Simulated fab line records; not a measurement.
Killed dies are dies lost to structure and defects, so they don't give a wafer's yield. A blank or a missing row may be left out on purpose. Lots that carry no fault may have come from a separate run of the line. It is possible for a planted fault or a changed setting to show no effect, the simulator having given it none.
Chamber matching | flow n5_finfet | 4 sister chambers for N5_BEOL_M14_ETCH_67 on rie_diel-06
The step etches SiARC in CF4, target depth 143 nm, time 238.3 s. 8 wafers are shown with their chamber, then 10 later ones without.

== WAFERS, EACH WITH ITS CHAMBER ==
wafer  | chamber | drypump_motor_current_A (A) | showerhead_plenum_p_Torr (Torr)
L080.6 | 2       | 5.5                         | 2.14
L088.5 | 0       | 5.7                         | 2.09
L088.6 | 1       | 5.8                         | 2.04
L091.2 | 2       | 5.6                         | 2.13
L091.4 | 0       | 5.7                         | 2.09
L091.5 | 3       | 4.9                         | 2.09
L096.1 | 3       | 4.9                         | 2.09
L096.2 | 1       | 5.8                         | 2.04

== WAFERS MISSING THEIR CHAMBER ==
wafer  | drypump_motor_current_A (A) | showerhead_plenum_p_Torr (Torr)
L096.3 | 5.6                         | 2.13
L096.4 | 5.7                         | 2.08
L096.5 | 5.6                         | 2.13
L096.6 | 4.9                         | 2.09
L094.1 | 5.7                         | 2.08
L094.2 | 5.8                         | 2.04
L094.4 | 5.5                         | 2.13
L095.3 | 5.8                         | 2.03
L095.4 | 4.9                         | 2.08
L095.6 | 5.8                         | 2.03

== EACH ONE'S CHAMBER ==
wafer  | from the rows above | in truth
L096.3 | 2                   | 2
L096.4 | 0                   | 0
L096.5 | 2                   | 2
L096.6 | 3                   | 3
L094.1 | 0                   | 0
L094.2 | 1                   | 1
L094.4 | 2                   | 2
L095.3 | 1                   | 1
L095.4 | 3                   | 3
L095.6 | 1                   | 1
Correctly placed: 10 of 10. From these rows, 0 cannot be placed. Placed wrongly: 0.
How it was worked out, from the rows above alone: a wafer's distance from a chamber is the root of the sum, over the readings, of the square of ((its reading less the chamber's mean) divided by the reading's scatter). If the next closest chamber is less than 2 further off than the closest, the wafer can't be placed; otherwise it belongs to the closest. Each chamber's mean is taken over the wafers shown for it. The scatter: the root of (the sum of the squares of (reading less its chamber's mean) over the shown wafers, divided by (wafers less chambers)).
